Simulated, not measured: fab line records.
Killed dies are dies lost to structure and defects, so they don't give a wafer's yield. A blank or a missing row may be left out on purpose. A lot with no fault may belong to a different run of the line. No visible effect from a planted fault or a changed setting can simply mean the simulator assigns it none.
Matching of chambers -- flow nand harc -- 4 sister chambers for NHARC_A_STAIRCASE_DESCUM_270 on rie diel-13
The step chemistry O2, time 3 s. 18 wafers are shown with their chamber, then 9 later ones without.

== EACH WAFER AND ITS CHAMBER ==
wafer,chamber,showerhead plenum p Torr (Torr),oes product au (a.u.),throttle valve pct (%)
L075.2,1,2.04,0.993,11.292
L075.4,0,1.96,0.980,11.297
L075.5,2,1.93,0.990,11.302
L078.1,3,1.93,1.010,11.302
L078.3,0,1.95,0.987,11.314
L078.4,2,1.93,1.017,11.319
L082.2,3,1.93,1.013,11.324
L082.4,2,1.92,1.018,11.304
L082.5,1,2.03,1.017,11.304
L084.3,0,1.95,1.001,11.318
L084.5,2,1.92,1.007,11.316
L084.6,3,1.93,1.006,11.301
L085.3,2,1.92,1.014,11.330
L085.4,1,2.03,1.001,11.284
L085.5,3,1.92,1.005,11.309
L087.3,0,1.94,1.000,11.311
L087.5,2,1.92,1.011,11.320
L087.6,1,2.02,0.998,11.321

SIGNATURES (averages over the wafers above)
reading,chamber 0,chamber 1,chamber 2,chamber 3,scatter within a chamber
showerhead plenum p Torr,1.9500,2.0300,1.9233,1.9275,0.00659
oes product au,0.99200,1.00225,1.00950,1.00850,0.00932
throttle valve pct,11.31000,11.30025,11.31517,11.30900,0.0117
Rule: a wafer lies at a distance from a chamber equal to the root of the sum of squares, over the readings, of (its reading less the chamber's mean, divided by the reading's scatter). If the next closest chamber is less than 2 further off than the closest, the wafer can't be placed; otherwise it belongs to the closest. How the scatter is found: for the shown wafers, subtract from each reading the mean of its chamber, square and add these, divide the total by (wafers less chambers), then take the root.

== WAFERS WHOSE CHAMBER IS MISSING ==
wafer,showerhead plenum p Torr (Torr),oes product au (a.u.),throttle valve pct (%)
L088.1,1.92,1.004,11.323
L088.3,2.02,0.999,11.308
L088.6,1.92,1.022,11.310
L091.3,1.91,1.004,11.310
L091.4,1.92,1.011,11.319
L091.5,1.92,1.018,11.304
L094.1,1.94,0.998,11.310
L094.2,1.91,1.005,11.321
L094.5,1.91,0.992,11.302

== CHAMBER TAKEN BY EACH ==
wafer,from the rows above,in truth
L088.1,can't be placed: 2 or 3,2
L088.3,1,1
L088.6,can't be placed: 2 or 3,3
L091.3,can't be placed: 2 or 3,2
L091.4,can't be placed: 2 or 3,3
L091.5,can't be placed: 2 or 3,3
L094.1,can't be placed: 0 or 3 or 2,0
L094.2,can't be placed: 2 or 3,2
L094.5,can't be placed: 2 or 3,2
1 of 9 placed correctly. Not placeable from these rows: 8 (in 8, the candidates include the true chamber). Number placed wrongly: 0.
